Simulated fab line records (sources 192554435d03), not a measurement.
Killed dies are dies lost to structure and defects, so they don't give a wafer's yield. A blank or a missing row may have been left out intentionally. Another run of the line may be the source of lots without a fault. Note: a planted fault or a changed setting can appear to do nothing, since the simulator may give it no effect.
Matching of chambers + flow n5Finfet + N5_BEOL_M15_DESCUM_15 on rieDiel-05 has 4 sister chambers
The step chemistry O2, time 7.9 s. 20 wafers are shown with their chamber, then 10 later ones without.

WAFERS PAIRED WITH THEIR CHAMBERS
| wafer  | chamber | showerheadPlenumPTorr (Torr) | drypumpMotorCurrentA (A) | throttleValvePct (%) |
|--------|---------|------------------------------|--------------------------|----------------------|
| L077.3 | 1       | 2.07                         | 6.0                      | 20.23                |
| L077.5 | 0       | 2.22                         | 6.4                      | 20.59                |
| L077.6 | 3       | 2.16                         | 6.1                      | 20.67                |
| L080.2 | 0       | 2.22                         | 6.4                      | 20.60                |
| L080.4 | 1       | 2.07                         | 6.0                      | 20.23                |
| L080.6 | 1       | 2.07                         | 6.0                      | 20.24                |
| L087.1 | 3       | 2.15                         | 6.2                      | 20.39                |
| L087.3 | 0       | 2.21                         | 6.4                      | 20.64                |
| L087.6 | 0       | 2.21                         | 6.4                      | 20.63                |
| L090.3 | 3       | 2.15                         | 6.1                      | 20.40                |
| L090.4 | 2       | 2.23                         | 6.2                      | 19.96                |
| L090.6 | 2       | 2.23                         | 6.2                      | 19.98                |
| L089.1 | 0       | 2.21                         | 6.4                      | 20.66                |
| L089.2 | 1       | 2.06                         | 6.0                      | 20.28                |
| L089.4 | 2       | 2.23                         | 6.2                      | 19.94                |
| L091.1 | 3       | 2.15                         | 6.2                      | 20.41                |
| L091.2 | 1       | 2.06                         | 6.0                      | 20.29                |
| L091.3 | 0       | 2.20                         | 6.4                      | 20.66                |
| L091.4 | 2       | 2.23                         | 6.2                      | 19.98                |
| L091.5 | 1       | 2.06                         | 6.0                      | 20.29                |

SIGNATURES (means of the wafers above)
| reading               | chamber 0 | chamber 1 | chamber 2 | chamber 3 | scatter within a chamber |
|-----------------------|-----------|-----------|-----------|-----------|--------------------------|
| showerheadPlenumPTorr | 2.2117    | 2.0650    | 2.2300    | 2.1525    | 0.00564                  |
| drypumpMotorCurrentA  | 6.400     | 6.000     | 6.200     | 6.150     | 0.025                    |
| throttleValvePct      | 20.6300   | 20.2600   | 19.9650   | 20.4675   | 0.0636                   |
Rule: for a wafer and a chamber, the distance is found by dividing, reading by reading, the gap between the wafer's reading and the chamber's mean by the reading's scatter, squaring, summing and taking the root. The wafer belongs to the nearest chamber; if the next one is less than 2 further off, it can't be placed. The scatter: take each reading less its chamber's mean, square it, sum over the shown wafers, divide by the number of wafers less the number of chambers, and take the root.

WAFERS WITH NO CHAMBER GIVEN
| wafer  | showerheadPlenumPTorr (Torr) | drypumpMotorCurrentA (A) | throttleValvePct (%) |
|--------|------------------------------|--------------------------|----------------------|
| L091.6 | 2.23                         | 6.2                      | 19.97                |
| L093.4 | 2.23                         | 6.2                      | 19.96                |
| L093.5 | 2.23                         | 6.2                      | 19.97                |
| L093.6 | 2.15                         | 6.2                      | 20.39                |
| L096.3 | 2.23                         | 6.2                      | 19.99                |
| L096.5 | 2.23                         | 6.2                      | 19.99                |
| L096.6 | 2.06                         | 6.1                      | 20.30                |
| L097.1 | 2.05                         | 6.0                      | 20.29                |
| L097.3 | 2.23                         | 6.2                      | 19.99                |
| L097.5 | 2.20                         | 6.4                      | 20.65                |

WHICH CHAMBER EACH WENT THROUGH
| wafer  | from the rows above | in truth |
|--------|---------------------|----------|
| L091.6 | 2                   | 2        |
| L093.4 | 2                   | 2        |
| L093.5 | 2                   | 2        |
| L093.6 | 3                   | 3        |
| L096.3 | 2                   | 2        |
| L096.5 | 2                   | 2        |
| L096.6 | 1                   | 1        |
| L097.1 | 1                   | 1        |
| L097.3 | 2                   | 2        |
| L097.5 | 0                   | 0        |
Correct placement for 10 of the 10. From these rows, 0 cannot be placed. 0 placed wrongly.
